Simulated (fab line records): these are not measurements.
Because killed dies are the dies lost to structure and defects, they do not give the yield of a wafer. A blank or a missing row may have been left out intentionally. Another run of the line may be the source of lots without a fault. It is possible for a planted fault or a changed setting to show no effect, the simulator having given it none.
Split-lot study | flow n5Finfet | route with 1938 steps; 7 lots, 39 wafers read

== THE SPLIT ==
At N5_DUMMY_GATE_ETCH_32 (etches SiO2 in CF4, target depth 3.5 nm, time 3.9 s), the setting timeS was moved away from the recipe's 3.9 s on 18 of the 39 wafers read, by -13.7% to +15.5%. This setting was run at the recipe's value on the other wafers.

Reading taken at the split's own step.

== THE READING ==
etch.depthNm (the simulator's own value, which no gauge read), in nm, at N5_DUMMY_GATE_ETCH_32 (etches SiO2 in CF4, target depth 3.5 nm, time 3.9 s). The file does not state a usual value for it. Across the 21 wafers here that went through the recipe, the average is 3.517 nm and the standard deviation 0.06 nm.

wafer  | tool, chamber at the split | timeS as run, s | against the recipe | etch.depthNm, nm | against lot-mates on the recipe
L074.1 | rieSi-02, 1                | 4.504           | +15.5%             | 4.126            | +0.592
L074.2 | rieSi-02, 3                | 4.504           | +15.5%             | 4.196            | +0.662
L074.3 | rieSi-02, 0                | 3.9             | recipe             | 3.567            | -
L074.4 | rieSi-02, 2                | 3.9             | recipe             | 3.42             | -
L074.5 | rieSi-02, 2                | 4.504           | +15.5%             | 3.963            | +0.429
L074.6 | rieSi-02, 3                | 3.9             | recipe             | 3.614            | -
L075.1 | rieSi-02, 2                | 3.9             | recipe             | 3.432            | -
L075.4 | rieSi-02, 0                | 3.9             | recipe             | 3.547            | -
L075.5 | rieSi-02, 2                | 3.9             | recipe             | 3.422            | -
L083.1 | rieSi-01, 0                | 3.9             | recipe             | 3.497            | -
L083.2 | rieSi-01, 2                | 3.9             | recipe             | 3.477            | -
L083.3 | rieSi-01, 3                | 3.523           | -9.7%              | 3.179            | -0.299
L083.4 | rieSi-01, 1                | 3.523           | -9.7%              | 3.099            | -0.379
L083.5 | rieSi-01, 2                | 3.9             | recipe             | 3.461            | -
L083.6 | rieSi-01, 3                | 3.523           | -9.7%              | 3.196            | -0.282
L084.1 | rieSi-02, 1                | 3.9             | recipe             | 3.584            | -
L084.2 | rieSi-02, 2                | 4.32            | +10.8%             | 3.827            | +0.258
L084.3 | rieSi-02, 3                | 3.9             | recipe             | 3.599            | -
L084.4 | rieSi-02, 0                | 3.9             | recipe             | 3.524            | -
L084.5 | rieSi-02, 1                | 4.32            | +10.8%             | 3.907            | +0.338
L084.6 | rieSi-02, 2                | 4.32            | +10.8%             | 3.782            | +0.213
L086.1 | rieSi-01, 0                | 3.9             | recipe             | 3.539            | -
L086.2 | rieSi-01, 2                | 4.279           | +9.7%              | 3.899            | +0.365
L086.3 | rieSi-01, 1                | 4.279           | +9.7%              | 3.785            | +0.251
L086.4 | rieSi-01, 3                | 3.9             | recipe             | 3.514            | -
L086.5 | rieSi-01, 0                | 4.279           | +9.7%              | 3.901            | +0.367
L086.6 | rieSi-01, 3                | 3.9             | recipe             | 3.549            | -
L094.1 | rieSi-06, 2                | 3.367           | -13.7%             | 2.991            | -0.547
L094.2 | rieSi-06, 3                | 3.9             | recipe             | 3.518            | -
L094.3 | rieSi-06, 0                | 3.367           | -13.7%             | 3.07             | -0.468
L094.4 | rieSi-06, 1                | 3.9             | recipe             | 3.625            | -
L094.5 | rieSi-06, 3                | 3.367           | -13.7%             | 3.064            | -0.474
L094.6 | rieSi-06, 2                | 3.9             | recipe             | 3.47             | -
L096.1 | rieSi-01, 2                | 3.9             | recipe             | 3.501            | -
L096.2 | rieSi-01, 3                | 3.52            | -9.7%              | 3.203            | -0.294
L096.3 | rieSi-01, 0                | 3.52            | -9.7%              | 3.202            | -0.295
L096.4 | rieSi-01, 1                | 3.9             | recipe             | 3.449            | -
L096.5 | rieSi-01, 1                | 3.52            | -9.7%              | 3.102            | -0.395
L096.6 | rieSi-01, 0                | 3.9             | recipe             | 3.541            | -

FIT RESULTS
A straight line over all 39 wafers: etch.depthNm changes by +0.0353 nm for each +1% of timeS; r = +0.98; the points scatter about the line by 0.064 nm.
The same after taking each lot's own level away (the mean of its wafers on the recipe; 39 wafers): +0.0338 nm for each +1%; r = +0.98; scatter 0.063 nm.
On that fit, the largest move of timeS shifts the reading by 0.52 nm.
The span of the lots' own levels, 3.4670 to 3.5690 nm, comes to 1.7 times the standard deviation stated above.
The two slopes agree, so the slope changes little with the lot-to-lot level.
Check: with one of the wafers moved furthest among these (+15.5%) left out of the fit, the line predicts +0.506 nm for it against its lot-mates. It came out at +0.592 nm against them.

== THESE WAFERS: OTHER SPLITS ==
These wafers also went through other splits before the reading. Each is held against what the fit with the lots' levels taken away leaves over:
other split on the same wafers | wafers away from the commonest value | r with etch.depthNm (lot level and that fit taken away)
N5_WELL_APT_EXPOSE_05 doseMj   | 9                                    | -0.35
N5_FIN_SAQP_ETCH_65 timeS      | 15                                   | +0.10
N5_FIN_CUT_EXPOSE_05 doseMj    | 12                                   | +0.16
N5_DUMMY_GATE_ETCH_37 sourceW  | 12                                   | -0.05

== THE FILE'S OWN FIT ==
etch.depthNm changes by +0.0337 nm for each +1% of timeS, r = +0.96.
